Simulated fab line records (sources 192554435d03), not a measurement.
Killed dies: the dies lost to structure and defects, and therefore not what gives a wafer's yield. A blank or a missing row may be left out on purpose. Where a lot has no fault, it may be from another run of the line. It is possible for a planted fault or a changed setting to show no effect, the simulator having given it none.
The tool behind it: which one? ; flow n5_finfet ; 9 lots, 27 wafers sampled, at 4 steps of a route of 1938

## WHAT EACH GAUGE READ, for each wafer
N5_STI_FIN_REVEAL_INSPECT_13: inspects for defects (darkfield).
lot;measured;on;raw_defect_count
L218;day 2 20:09;defect_inspect-01;7 15 6
L219;day 3 01:59;defect_inspect-01;14 11 8
L220;day 3 15:37;defect_inspect-01;9 10 10
L224;day 4 08:26;defect_inspect-01;6 1073 6
L225;day 4 14:20;defect_inspect-02;1027 13 6
L231;day 6 01:46;defect_inspect-02;19 14 10
L237;day 7 16:20;defect_inspect-02;10 10 22
L238;day 7 19:28;defect_inspect-01;7 8 12
L239;day 8 01:38;defect_inspect-01;14 8 7

## WHAT TOOL EACH LOT RAN ON (gives the tool, then ch and the chambers of the sampled wafers, and finally the start)
lot;N5_STI_FIN_REVEAL_ETCHBACK_08;N5_STI_FIN_REVEAL_STRIP_24;N5_STI_FIN_REVEAL_PRECLEAN_18
L218;rie_diel-06 ch 0,2,3, day 2 17:07;rie_diel-06 ch 0,2,3, day 2 17:08;wet_bench-06 ch 0,4,5, day 2 20:05
L219;rie_diel-06 ch 0,2,3, day 2 22:56;rie_diel-06 ch 0,2,3, day 2 22:59;wet_bench-01 ch 0,5,6, day 3 01:56
L220;rie_diel-05 ch 0,1,2, day 3 12:35;rie_diel-05 ch 0,1,2, day 3 12:37;wet_bench-01 ch 0,4,6, day 3 15:34
L224;rie_diel-06 ch 1,2, day 4 05:23;rie_diel-06 ch 1,2, day 4 05:26;wet_bench-01 ch 4,5,6, day 4 08:22
L225;rie_diel-01 ch 0,2,3, day 4 11:17;rie_diel-01 ch 0,2,3, day 4 11:20;wet_bench-01 ch 4,6,7, day 4 14:17
L231;rie_diel-01 ch 0,1,2, day 5 22:43;rie_diel-01 ch 0,1,2, day 5 22:45;wet_bench-04 ch 2,5,7, day 6 01:43
L237;rie_diel-06 ch 0,2,3, day 7 13:15;rie_diel-06 ch 0,2,3, day 7 13:17;wet_bench-04 ch 2,6,7, day 7 16:17
L238;rie_diel-01 ch 1,2, day 7 16:26;rie_diel-01 ch 1,2, day 7 16:28;wet_bench-01 ch 0,1,2, day 7 19:25
L239;rie_diel-06 ch 0,2, day 7 22:35;rie_diel-06 ch 0,2, day 7 22:37;wet_bench-01 ch 0,4,7, day 8 01:34
- N5_STI_FIN_REVEAL_ETCHBACK_08: etches SiO2 in C4F6/O2, target depth 30.5 nm, time 10.167 s.
- N5_STI_FIN_REVEAL_STRIP_24: strips in N2/H2, time 90 s.
- N5_STI_FIN_REVEAL_PRECLEAN_18: cleans in SC2, time 45 s.

## THE ANSWER, worked out from the rows above alone
Rule: usual is defined by the lots themselves. The widest of any qualifying gaps counts: lots, ordered by their means at a reading, are off when they make up no more than a third of the lots, leave a main group of 4 or more, and stand apart from it by 3 or more times the standard deviation of that group's means. Not used: any main group whose means are identical at the precision the tables above print for the reading. A lot without any number at a reading at which 4 lots or more have one is off too. All remaining lots with rows at the step are treated as sound.
Off: L224, L225, at N5_STI_FIN_REVEAL_INSPECT_13 (raw_defect_count). The main group: mean 11, standard deviation 2.1.
If a tool, at a process step before that reading, ran all the lots that are off and no sound lot after the first of them, it fits. Those tools and the gauges at N5_STI_FIN_REVEAL_INSPECT_13 are tried in the same way. None of those tried fits.

## WHAT THE SIMULATOR HAD INSERTED
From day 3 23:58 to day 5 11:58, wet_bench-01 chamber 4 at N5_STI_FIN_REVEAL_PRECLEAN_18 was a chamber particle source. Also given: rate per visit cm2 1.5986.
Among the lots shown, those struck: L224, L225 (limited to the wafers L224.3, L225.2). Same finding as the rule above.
